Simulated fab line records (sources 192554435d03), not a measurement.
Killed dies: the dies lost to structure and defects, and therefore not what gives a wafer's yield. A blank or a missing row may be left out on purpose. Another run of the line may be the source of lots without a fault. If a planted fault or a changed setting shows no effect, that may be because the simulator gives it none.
Chamber matching ; flow n5-finfet ; cmp-02 running N5_ILD0_CMP_12: 4 sister chambers
The step polishes SiNx, stops on poly-Si, t overpolish 6 s, target thk 17.67 nm. 8 wafers are shown with their chamber, then 8 later ones without.

## WAFERS WITH THEIR CHAMBER
wafer;chamber;motor-current-A (A);time-to-endpoint-s (s)
L082.1;0;8.6;31
L082.4;1;7.6;25
L084.4;3;10.6;30
L084.6;1;7.8;26
L088.1;0;8.5;31
L088.3;3;10.2;31
L088.5;2;6.4;30
L090.1;2;7.2;31

## WAFERS WHOSE CHAMBER IS MISSING
wafer;motor-current-A (A);time-to-endpoint-s (s)
L090.2;10.1;30
L090.4;8.1;30
L092.1;8.4;29
L092.2;10.4;28
L092.3;7.7;25
L095.3;9.7;28
L095.4;6.8;28
L095.5;8.8;33

## CHAMBER TAKEN BY EACH
wafer;from the rows above;in truth
L090.2;3;3
L090.4;can't be placed: 0 or 2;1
L092.1;0;0
L092.2;3;3
L092.3;1;1
L095.3;can't be placed: 3 or 0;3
L095.4;can't be placed: 2 or 1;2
L095.5;0;0
5 of 8 placed correctly. Not placeable from these rows: 3 (in 2, the candidates include the true chamber). Number placed wrongly: 0.
How it was worked out, from the rows above alone: a wafer's distance from a chamber is the root of the sum, over the readings, of the square of ((its reading less the chamber's mean) divided by the reading's scatter). The wafer belongs to the nearest chamber; if the next one is less than 2 further off, it can't be placed. A chamber's mean is the mean of its shown wafers. The scatter is the square root of a quotient: the sum, over the shown wafers, of each reading's squared deviation from its chamber's mean, divided by wafers minus chambers.
